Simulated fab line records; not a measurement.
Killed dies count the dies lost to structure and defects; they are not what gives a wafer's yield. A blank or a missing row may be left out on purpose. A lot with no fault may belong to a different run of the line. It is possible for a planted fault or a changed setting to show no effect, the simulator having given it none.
fab line records	flow nand_harc
[record] lots = 14	wafers = 39	last_day = 33
route steps=1302 shown A_CHANNEL_HOLE_D2@570 A_BONDPAD@1204 END@1302
lots that met no fault: taken from a fault-free run of the same line
start_h: start of the lot's first displayed wafer, in hours after the record's first day	wait_h: hours elapsed since this lot's preceding step	" same as the row above	L1.1+2: several wafers, shown together as one row	- either no value or no given start	* or withheld: withheld	< > ~ a bound
route shown NAME@n: a module of which the file shows steps, and the number in the route of the first	usual: mean/standard deviation taken from wafers without a fault	same: alike in all rows	chamber/n: place in a boat	sites: the reading at each site	_std_site: how widely they spread, as a standard deviation	_edge_site: mean of outer sites minus mean of inner sites	radius_mm: for every site, how far away it sits from the centre of the wafer	mask NAME#n: copy n	behind: the most recent tool/chamber to have shaped the wafer	hold: cause of the lot's hold/its duration in hours/its outcome	device: the n, p or np transistor that did not switch	end of line: tests run on the same wafers once the route is complete	a step given without rows: its recipe and nothing more	killed: the dies lost at the first sort to structure and to defects; this is not the yield of the wafer	map: the dies of a wafer, with x for killed, . for not killed, _ for no die there
set.NAME: setting as actually run; set.NAME@STEP: the setting as run at that earlier step	model.NAME: the simulator's own value behind a step, which no gauge read
a sample of lots followed through the steps of the route, with each step as a table and each wafer as a row
services: a tool's chamber out of use, with start hour (start_h, from the record's first day; less than 0 if before it), hours out, and reason
[[steps]]
[step NHARC_A_CHANNEL_HOLE_D2_DEP_00]
[recipe] target_thk_a = 31000	temp_c = 400	material = aC
[usual] throttle_valve_pct = 34.999/0.0095
lot.wafer	tool	chamber	start_h	wait_h	throttle_valve_pct
L370.2	acl_dep-01	0	288.12	6.3	35.005
L370.3	"	0	"	"	35.001
L370.5	"	0	"	"	35.022
L372.1	acl_dep-02	0	311.56	5.6	34.996
L372.2	"	0	"	"	34.991
L372.6	"	0	313.15	7.2	35.002
L373.2	acl_dep-01	0	313.01	7.0	34.976
L373.5	"	0	"	"	34.988
L373.6	"	0	"	"	34.993
L375.1	acl_dep-02	0	330.84	0.2	35.015
L375.3	"	0	"	"	34.985
L375.6	"	0	"	"	35.005
L374.2	acl_dep-01	0	331.46	0.8	34.992
L374.3	"	0	"	"	34.989
L374.6	"	0	"	"	34.984
L376.2	acl_dep-03	0	354.23	0.7	35.013
L376.3	"	0	"	"	35.011
L376.5	"	0	"	"	34.987
L378.2	acl_dep-03	0	364.89	0.4	35.003
L378.3	"	0	"	"	34.991
L378.4	"	0	"	"	34.990
L379.2	acl_dep-01	0	381.81	2.9	34.997
L379.5	"	0	"	"	35.006
L379.6	"	0	"	"	34.995
L380.1	acl_dep-03	0	386.25	0.9	34.997
L380.2	"	0	"	"	34.982
L380.4	"	0	"	"	35.008
L381.1	acl_dep-01	0	407.09	1.3	35.011
L381.3	"	0	"	"	35.020
L381.6	"	0	"	"	35.007
L385.3	acl_dep-01	0	449.09	5.2	34.989
L385.4	"	0	"	"	34.994
L387.3	acl_dep-01	0	452.84	3.7	35.006
L387.4	"	0	"	"	35.005
L388.5	acl_dep-01	0	466.57	6.8	34.994
L388.6	"	0	"	"	35.010
L393.2	acl_dep-02	0	523.81	1.6	35.017
L393.3	"	0	"	"	35.003
L393.5	"	0	"	"	34.977
[step NHARC_A_BONDPAD_THK_MEAS_30]
[recipe] thk_meas_gauge = ellipsometry
[usual] thk_nm = 200.2/1.3
lot.wafer	tool	chamber	start_h	wait_h	thk_nm
L370.2	film_metro-01	-	527.08	0.2	201.6
L370.3	"	-	"	"	201.4
L370.5	"	-	"	"	201.7
L372.1	film_metro-01	-	540.99	0.2	199.6
L372.2	"	-	"	"	198.7
L372.6	"	-	"	"	199.1
L373.2	film_metro-02	-	542.99	0.2	200.4
L373.5	"	-	"	"	200.2
L373.6	"	-	"	"	200.9
L374.2	film_metro-01	-	559.29	0.2	202.0
L374.3	"	-	"	"	201.5
L374.6	"	-	"	"	201.5
L375.1	film_metro-02	-	566.55	0.2	200.5
L375.3	"	-	"	"	200.6
L375.6	"	-	"	"	199.0
L376.2	film_metro-02	-	590.69	0.2	198.7
L376.3	"	-	"	"	199.7
L376.5	"	-	"	"	199.5
L379.2	film_metro-01	-	620.74	0.2	200.0
L379.5	"	-	"	"	200.9
L379.6	"	-	"	"	200.9
L378.2	film_metro-02	-	631.81	0.2	198.9
L378.3	"	-	"	"	199.7
L378.4	"	-	"	"	200.2
L380.1	film_metro-02	-	636.91	0.2	199.8
L380.2	"	-	"	"	201.0
L380.4	"	-	"	"	200.0
L381.1	film_metro-02	-	642.06	0.1	201.1
L381.3	"	-	"	"	202.1
L381.6	"	-	"	"	201.2
L387.4	film_metro-02	-	681.22	0.2	198.4
L385.4	film_metro-01	-	685.99	0.2	201.9
L388.5	film_metro-02	-	715.89	0.1	198.9
L393.2	film_metro-02	-	764.38	0.2	200.4
L393.3	"	-	"	"	198.9
L393.5	"	-	"	"	197.9
[step NHARC_A_BONDPAD_DESCUM_11]
[recipe] time_s = 3	o2_flow_sccm = 200	ar_flow_sccm = 0	bias_power_w = 0	chemistry = O2
[usual] drypump_motor_current_A = 5.95/0.27	oes_product_au = 1.003/0.01	rf_vpp_V = 57.6/0.97	showerhead_plenum_p_Torr = 1.88/0.085	throttle_valve_pct = 11.310/0.0088
[same] bias_power_w = 0
lot.wafer	tool	chamber	start_h	wait_h	drypump_motor_current_A	oes_product_au	rf_hours_counter_h	rf_vpp_V	showerhead_plenum_p_Torr	throttle_valve_pct
L370.2	rie_diel-09	3	527.74	-	5.50	1.015	1	58.5	1.78	11.295
L370.3	"	1	"	"	6.20	1.000	1	56.4	1.94	11.307
L370.5	"	2	"	"	6.13	0.991	-	59.2	1.85	11.305
L372.1	rie_diel-09	2	541.77	-	6.11	0.998	1	58.1	1.85	11.304
L372.2	"	3	"	"	5.47	1.020	1	57.0	1.78	11.318
L372.6	"	3	"	"	5.48	1.010	-	57.8	1.78	11.325
L373.2	rie_diel-09	1	543.79	-	6.18	1.016	1	59.8	1.94	11.309
L373.5	"	0	"	"	5.89	0.997	-	57.1	1.82	11.317
L373.6	"	1	"	"	6.21	1.014	-	59.1	1.94	11.302
L374.3	rie_diel-07	1	559.96	-	5.94	0.996	14	58.2	1.99	11.298
L374.2	"	2	"	"	6.05	1.004	14	58.3	2.06	11.325
L374.6	"	3	"	"	6.23	0.989	-	56.9	1.96	11.312
L375.1	rie_diel-09	2	567.20	-	6.10	0.989	2	57.5	1.85	11.310
L375.3	"	0	"	"	5.85	1.002	1	56.6	1.82	11.315
L375.6	"	3	"	"	5.52	1.015	-	56.7	1.78	11.317
L376.3	rie_diel-09	1	591.47	-	6.18	1.016	2	58.0	1.94	11.320
L376.2	"	2	"	"	6.13	0.994	2	58.7	1.85	11.315
L376.5	"	1	"	"	6.19	1.006	-	58.4	1.94	11.310
L379.2	rie_diel-09	3	621.54	-	5.49	1.006	3	56.7	1.78	11.304
L379.5	"	0	"	"	5.90	0.994	-	56.7	1.82	11.306
L379.6	"	1	"	"	6.20	1.008	-	58.8	1.94	11.307
L378.4	rie_diel-09	1	632.59	-	6.22	1.014	4	58.7	1.94	11.315
L378.2	"	2	"	"	6.11	1.000	3	58.0	1.85	11.311
L378.3	"	3	"	"	5.45	1.007	3	56.7	1.78	11.317
L380.2	rie_diel-09	1	637.69	-	6.22	1.007	4	57.1	1.94	11.301
L380.1	"	3	"	"	5.48	1.003	3	57.4	1.78	11.303
L380.4	"	0	"	"	5.90	0.989	3	58.1	1.82	11.316
L381.3	rie_diel-09	0	642.84	-	5.93	0.986	3	56.8	1.82	11.312
L381.1	"	1	"	"	6.18	1.005	4	57.6	1.94	11.299
L381.6	"	3	"	"	5.47	1.002	-	57.7	1.78	11.302
L387.4	rie_diel-07	3	681.87	-	6.25	0.991	7	58.5	1.95	11.337
L385.4	rie_diel-09	1	686.66	-	6.20	0.994	0	57.0	1.94	11.306
L388.5	rie_diel-09	3	716.57	-	5.48	1.028	-	56.7	1.78	11.323
L393.2	rie_diel-11	3	765.16	-	5.83	1.000	51	58.1	2.04	11.302
L393.3	"	0	"	"	6.43	1.003	46	58.0	1.85	11.317
L393.5	"	2	"	"	5.55	0.993	-	60.4	2.06	11.312
[step NHARC_A_BONDPAD_THK_MEAS_20]
[recipe] thk_meas_gauge = xrf
[usual] thk_nm = 170.1/1.3
lot.wafer	tool	chamber	start_h	wait_h	thk_nm
L370.2	film_metro-01	-	530.17	-	169.7
L370.3	"	-	"	"	168.2
L370.5	"	-	"	"	169.2
L372.1	film_metro-02	-	544.21	-	168.6
L372.2	"	-	"	"	167.1
L372.6	"	-	"	"	168.4
L373.2	film_metro-01	-	546.17	-	170.1
L373.5	"	-	"	"	169.5
L373.6	"	-	"	"	171.4
L374.2	film_metro-02	-	562.29	-	169.7
L374.3	"	-	"	"	168.4
L374.6	"	-	"	"	170.5
L375.1	film_metro-02	-	569.54	-	172.0
L375.3	"	-	"	"	171.3
L375.6	"	-	"	"	167.4
L376.2	film_metro-02	-	593.83	-	167.9
L376.3	"	-	"	"	169.2
L376.5	"	-	"	"	170.6
L379.2	film_metro-02	-	623.86	-	169.0
L379.5	"	-	"	"	170.4
L379.6	"	-	"	"	168.6
L378.2	film_metro-02	-	634.95	-	169.8
L378.3	"	-	"	"	170.8
L378.4	"	-	"	"	168.8
L380.1	film_metro-01	-	640.02	-	172.0
L380.2	"	-	"	"	170.5
L380.4	"	-	"	"	171.2
L381.1	film_metro-01	-	645.30	-	170.6
L381.3	"	-	"	"	169.8
L381.6	"	-	"	"	168.9
L387.4	film_metro-01	-	684.22	-	171.8
L385.4	film_metro-02	-	688.98	-	168.2
L388.5	film_metro-02	-	718.90	-	169.8
L393.2	film_metro-01	-	767.49	-	169.1
L393.3	"	-	"	"	170.1
L393.5	"	-	"	"	170.2
[step NHARC_END_SORT_01]
[recipe] temp_c = 25
[usual] killed_at_array = 64/16	killed_at_other = 1.0/1.1	killed_at_periphery = 3.5/2.3	killed_dies = 69/17	killed_open = 3.2/1.6	killed_short = 2.4/1.6
[same] gross_dies = 677
lot.wafer	tool	chamber	start_h	wait_h	killed_at_array	killed_at_other	killed_at_periphery	killed_dies	killed_open	killed_short
L385.3	prober-01	0	725.95	3.1	674	0	3	677	1	1
L385.4	prober-01	0	726.76	3.4	51	1	4	56	3	3
L388.5	prober-01	0	755.04	3.7	33	3	3	39	4	1
L388.6	prober-01	0	755.83	4.0	675	0	2	677	2	1
// killed by level:class
L385.3 A_CHANNEL_HOLE_D2:area_dep=622 A_CHANNEL_HOLE_D2:chamber_film_flake=29 A_CHANNEL_HOLE_D1:chamber_film_flake=12 A_CONTACT:chamber_film_flake=4 A_STAIRCASE:chamber_film_flake=2 A_SLIT:chamber_film_flake=2 P_ZERO_WELL:geometric_particle:short=1 P_M2:geometric_particle:open=1
L385.4 A_CHANNEL_HOLE_D2:chamber_film_flake=23 A_CHANNEL_HOLE_D1:chamber_film_flake=11 A_SLIT:chamber_film_flake=4 A_CONTACT:chamber_film_flake=3 P_CONTACT:geometric_particle:open=2 A_STAIRCASE:chamber_film_flake=2 A_BLC:chamber_film_flake=2 P_M0:geometric_particle:open=1
L388.5 A_CHANNEL_HOLE_D1:chamber_film_flake=13 A_CONTACT:chamber_film_flake=11 A_SLIT:chamber_film_flake=5 THIN_TSV:chamber_film_flake=3 P_GATE:geometric_particle:open=1 A_CONTACT:geometric_particle:open=1 A_CONTACT:geometric_particle:short=1 A_BLC:geometric_particle:open=1
L388.6 A_CHANNEL_HOLE_D2:area_dep=640 A_CHANNEL_HOLE_D1:chamber_film_flake=13 A_SLIT:chamber_film_flake=8 A_STAIRCASE:chamber_film_flake=4 A_CONTACT:chamber_film_flake=2 A_M1:chamber_film_flake=2 A_ONON_D2:geometric_particle:open=1 A_CHANNEL_HOLE_D2:geometric_particle:short=1
[[services]]
tool	chamber	start_h	hours	kind
rie_diel-09	0	264.14	5.4	repair
rie_diel-07	-	294.20	9.0	pm
acl_dep-02	-	296.60	0.1	repair
acl_dep-03	-	301.13	13.0	pm
rie_diel-09	3	303.11	1.3	repair
rie_diel-09	-	320.13	9.0	pm
acl_dep-03	-	331.68	0.6	repair
acl_dep-02	-	338.71	1.4	repair
rie_diel-07	0	339.75	4.4	repair
acl_dep-01	-	368.49	13.0	pm
acl_dep-02	-	426.95	13.0	pm
rie_diel-09	-	436.53	0.5	repair
rie_diel-09	2	448.95	2.7	repair
rie_diel-09	-	469.42	0.8	repair
rie_diel-09	0	474.54	44.7	repair
acl_dep-03	-	484.96	13.0	pm
rie_diel-09	-	497.13	9.0	pm
rie_diel-09	0	522.43	21.1	repair
acl_dep-01	-	551.51	13.0	pm
acl_dep-02	-	579.88	4.2	repair
acl_dep-02	-	608.92	13.0	pm
acl_dep-03	-	667.64	13.0	pm
rie_diel-09	-	674.13	9.0	pm
acl_dep-01	-	733.03	13.0	pm
[[key]]
[first_sign] step = NHARC_END_SORT_01	reading = killed_at_array	direction = up	sigmas = 37	usual = 64	struck = 674
[effect] step = NHARC_END_SORT_01	reading = killed_dies	direction = up	sigmas = 37	usual = 69	struck = 677
[more_kills_born_at] NHARC_A_CHANNEL_HOLE_D2_DEP_00@acl_dep-01 = 1262
met_at NHARC_A_CHANNEL_HOLE_D2_DEP_00
struck_lots L385,L388
struck_wafers L385.3,L388.6
later_rows_left_out L385.3,L388.6
tester_left_out L385,L388
not_acting_at NHARC_A_BONDPAD_THK_MEAS_30,NHARC_A_BONDPAD_DESCUM_11,NHARC_A_BONDPAD_THK_MEAS_20
[fault] kind = process_parameter_drift	tool = acl_dep-01	chamber = -	onset_h = 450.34	steps = NHARC_A_CHANNEL_HOLE_D2_DEP_00	channel = target_thk_a	offset = *	shape = step	end_h = 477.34	scope = struck_wafers_only	acts_in = *	stated = *
// tester_left_out: of these lots the tester's yield and bins aren't shown, on N5 and GAA mostly nor the transistor test; their killed dies are dies lost to structure and defects alone, not to doping, threshold or leakage, so they don't give the yield
// later_rows_left_out: the simulator's readings of these wafers behind a module that went badly wrong aren't trusted and aren't shown, but for the sort
